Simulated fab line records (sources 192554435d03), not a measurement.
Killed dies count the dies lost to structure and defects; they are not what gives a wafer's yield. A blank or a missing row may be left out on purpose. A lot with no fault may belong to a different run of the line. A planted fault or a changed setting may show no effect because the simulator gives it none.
Chamber matching -- flow n5 finfet -- N5_BEOL_M0_SAQP_SPACER2_ALD_26 on ald sin-01 has 4 sister chambers
The step deposits SiO2, target thk 15 nm, pulse time 1 s, purge time 2 s. 8 wafers are shown with their chamber, then 9 later ones without.

WAFERS PAIRED WITH THEIR CHAMBERS
wafer,chamber,heater power w (W),susceptor temp C (C)
L076.5,2,563,300.18
L078.2,2,578,299.98
L078.6,0,389,299.87
L083.4,1,386,299.85
L083.5,3,421,300.00
L092.1,0,396,300.04
L092.2,1,391,300.04
L092.4,3,409,299.74

WAFERS MISSING THEIR CHAMBER
wafer,heater power w (W),susceptor temp C (C)
L093.1,573,299.89
L093.3,394,299.65
L093.4,408,300.26
L095.2,547,299.99
L095.3,419,299.83
L095.5,394,299.91
L097.3,393,299.85
L097.4,419,300.10
L097.6,578,299.60

WHICH CHAMBER EACH WENT THROUGH
wafer,from the rows above,in truth
L093.1,2,2
L093.3,can't be placed: 0 or 1 or 3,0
L093.4,can't be placed: 3 or 0 or 1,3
L095.2,2,2
L095.3,3,3
L095.5,can't be placed: 0 or 1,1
L097.3,can't be placed: 0 or 1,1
L097.4,3,3
L097.6,2,2
5 of 9 placed correctly. Unplaceable from these rows: 4, with the true chamber sitting among the candidates in 4. Placed wrongly: 0.
How it was worked out, from the rows above alone: a wafer's distance from a chamber is the root of the sum, over the readings, of the square of ((its reading less the chamber's mean) divided by the reading's scatter). If the next closest chamber is less than 2 further off than the closest, the wafer can't be placed; otherwise it belongs to the closest. For every chamber, the mean is computed from those of its wafers that are shown. The scatter: take each reading less its chamber's mean, square it, sum over the shown wafers, divide by the number of wafers less the number of chambers, and take the root.
